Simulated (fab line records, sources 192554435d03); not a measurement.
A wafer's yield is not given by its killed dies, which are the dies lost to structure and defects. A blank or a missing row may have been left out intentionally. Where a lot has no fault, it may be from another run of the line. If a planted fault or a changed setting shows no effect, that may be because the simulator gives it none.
Struck lot and sound lot, side by side + flow n5_finfet + 37 steps out of a route of 1938
Sound: wafers L742.2, L742.3, L742.6. Struck: wafers L747.1, L747.2 (left out: L747.3, a lot-mate that was not struck); the cause follows at the end.
For every step that has rows: the tool of each side, followed by ch and its chambers, followed by its first start. Under that, the readings that differ: sound wafers + struck wafers + difference of the means + sigmas: that difference in standard deviations of wafers without a fault.
alike: readings whose means differ by less than 2 such deviations, and words and numbers that are the same on both sides. not compared: withheld readings, readings that some wafer has no value for, bounds like >300 that may hide the same value, and numbers for which the record gives no deviation and whose values overlap.
The two part at a step that has a row with sigmas, a row that says differs or no value, or rows on one side only. When numbers do not overlap yet have no deviation, they are printed without sigmas and do not part them. Lack of a reading on every wafer of one side parts them only where that side has two or more wafers.

first, 10 steps without rows for these wafers: N5_DUMMY_GATE_ETCH_44 (etches poly-Si in HBr/O2, stops on SiO2, target depth 127.5 nm); N5_DUMMY_GATE_ETCH_42 (etches SiO2 in CHF3/O2, target depth 3.5 nm, time 31 s); N5_DUMMY_GATE_STRIP_48 (strips in N2/H2, time 20 s); N5_DUMMY_GATE_PRECLEAN_33 (cleans in dHF, time 10 s); N5_DUMMY_GATE_PRECLEAN_25 (cleans in O3/DIW, time 45 s); N5_DUMMY_GATE_PRECLEAN_51 (cleans in SC2, time 45 s); N5_DUMMY_GATE_SRD_26 (time 30 s); N5_DUMMY_GATE_UV_OZONE_45 (time 120 s); N5_SPACER0_ALD_07 (deposits SiNx, target thk 2 nm); N5_SPACER0_ALD_00 (deposits SiOCN, target thk 3.5 nm, pulse time 3 s, purge time 2 s).
N5_SPACER0_ALD_08: deposits SiNx, target thk 2 nm.
  sound on ald_sin-02 ch 0,2,3, day 5 20:17; struck on ald_sin-03 ch 1,2, day 7 01:23
| reading                                  | sound | struck  | difference | sigmas |
|------------------------------------------|-------|---------|------------|--------|
| model.SiNx_of_SPACER0_ALD_08.thk_nm (nm) | 2 2 2 | 2.8 2.8 | +0.8       |        |
  alike: heater_power_w
then, 8 steps without rows for these wafers: N5_SD_EPI_N_COAT_32 (time 60 s, resist thk 350 nm); N5_SD_EPI_N_COAT_33 (time 60 s, resist thk 35 nm); N5_SD_EPI_N_COAT_03 (resist thk 150 nm); N5_SD_EPI_N_EBR_05; N5_SD_EPI_N_SOFTBAKE_04 (time 60 s); N5_SD_EPI_N_EXPOSE_06 (exposes mask SD N BLK, target cd 120 nm); N5_SD_EPI_N_PEB_07 (peb time 60 s); N5_SD_EPI_N_DEVELOP_08 (develop time 30 s).
N5_SD_EPI_N_DESCUM_14: chemistry O2, time 7.9 s.
  sound on rie_diel-01 ch 0,3, day 5 20:58; struck on rie_diel-03 ch 0,3, day 7 02:19
| reading                   | sound             | struck    | difference | sigmas |
|---------------------------|-------------------|-----------|------------|--------|
| model.SD_EPI_N.cd_nm (nm) | 119.8 120.4 119.8 | 121.4 121 | +1.2       |        |
  alike: drypump_motor_current_A, oes_product_au, rf_fwd_power_W, rf_vpp_V, showerhead_plenum_p_Torr, throttle_valve_pct
  not compared: rf_hours_counter_h
N5_SD_EPI_N_ETCH_34: etches SiARC in CF4, target depth 45.5 nm, time 75.8 s.
  sound on rie_diel-01 ch 0,3, day 5 21:01; struck on rie_diel-03 ch 0,3, day 7 02:21
| reading                   | sound             | struck      | difference | sigmas |
|---------------------------|-------------------|-------------|------------|--------|
| model.SD_EPI_N.cd_nm (nm) | 119.6 120.4 119.6 | 121.2 120.8 | +1.1       |        |
  alike: drypump_motor_current_A, etch_rf_on_time_s, mfc_ar_sccm, oes_product_au, rf_fwd_power_W, rf_vpp_V, showerhead_plenum_p_Torr, throttle_valve_pct
  not compared: rf_hours_counter_h
then, 8 steps without rows for these wafers: N5_SD_EPI_N_ETCH_35 (etches SOC in N2/H2, overetch 108 nm, time 486 s); N5_SD_EPI_N_STRIP_36 (strips in N2/H2); N5_SD_EPI_N_ETCHBACK_44 (etches SiNx in CH3F/O2, stops on SiO2, target depth 14.5 nm); N5_SD_EPI_N_ETCH_45 (etches SiOCN in CH3F/O2, target depth 6 nm); N5_SD_EPI_N_ETCH_16 (etches SiO2 in CHF3/O2, target depth 5 nm); N5_SD_EPI_N_STRIP_47 (strips in CHF3/O2); N5_SD_EPI_N_SD_RECESS_17 (chemistry HBr/Cl2/O2, target depth 41 nm, time 23.7 s, bt time 3 s); N5_SD_EPI_N_STRIP_38 (strips in N2/H2).
N5_SD_EPI_N_WET_ETCH_43: etches SiO2 in dHF, time 14 s, target depth 1.5 nm.
  sound on wet_bench-02 ch 0,1,4, day 5 21:51; struck on wet_bench-06 ch 4,5, day 7 03:11
| reading                                  | sound       | struck  | difference | sigmas |
|------------------------------------------|-------------|---------|------------|--------|
| model.SiNx_of_SPACER0_ALD_08.thk_nm (nm) | 1.6 1.6 1.6 | 2.4 2.4 | +0.8       |        |
then, 5 steps without rows for these wafers: N5_SD_EPI_N_STRIP_18 (strips in SPM, time 750 s); N5_SD_EPI_N_SRD_20 (time 30 s); N5_SD_EPI_N_PRECLEAN_48 (cleans in NF3:NH3, afs cycles 2, time 20 s, sublimation time 60 s); N5_SD_EPI_N_VAPOR_ETCH_50 (etches Si in HCl, time 54 s); N5_SD_EPI_N_EPI_21 (deposits Si:P, time 690 s).
-- a jump in the record: the struck wafers' starts before and after are 6 days apart (it breaks off in module SD_EPI_N and resumes in module BEOL_M4, where the first step shown is number 1111 of the route) --
N5_BEOL_M4_RC_MEAS_101:
  sound on prober-02 ch 0, day 12 10:42; struck on prober-02 ch 0, day 13 10:18
| reading         | sound            | struck      | difference | sigmas |
|-----------------|------------------|-------------|------------|--------|
| REXT_N (ohm.um) | 73.5 71.6 73.3   | 84.2 87.0   | +12.8      | +7     |
| REXT_P (ohm.um) | 101.0 99.3 102.3 | 107.7 111.9 | +8.9       | +4     |
  alike: DIBL_N, DIBL_P, IOFF_N, IOFF_P, ION_N, ION_P, SS_N, SS_P, VT_N, VT_P, VT_P_LVT
-- here the record skips 5 days between the struck wafers' starts before and after, leaving off in module BEOL_M4 and picking up in module PASSIVATION (first step shown: number 1936 of the route) --
N5_PASSIVATION_PROBE_49:
  rows exist in the record for the struck wafers here (prober-02, day 18 12:25), but not for the sound ones

WHERE THEY PART
Earliest at N5_BEOL_M4_RC_MEAS_101; latest, in this record, at N5_PASSIVATION_PROBE_49.

WHY: what the simulator had put in
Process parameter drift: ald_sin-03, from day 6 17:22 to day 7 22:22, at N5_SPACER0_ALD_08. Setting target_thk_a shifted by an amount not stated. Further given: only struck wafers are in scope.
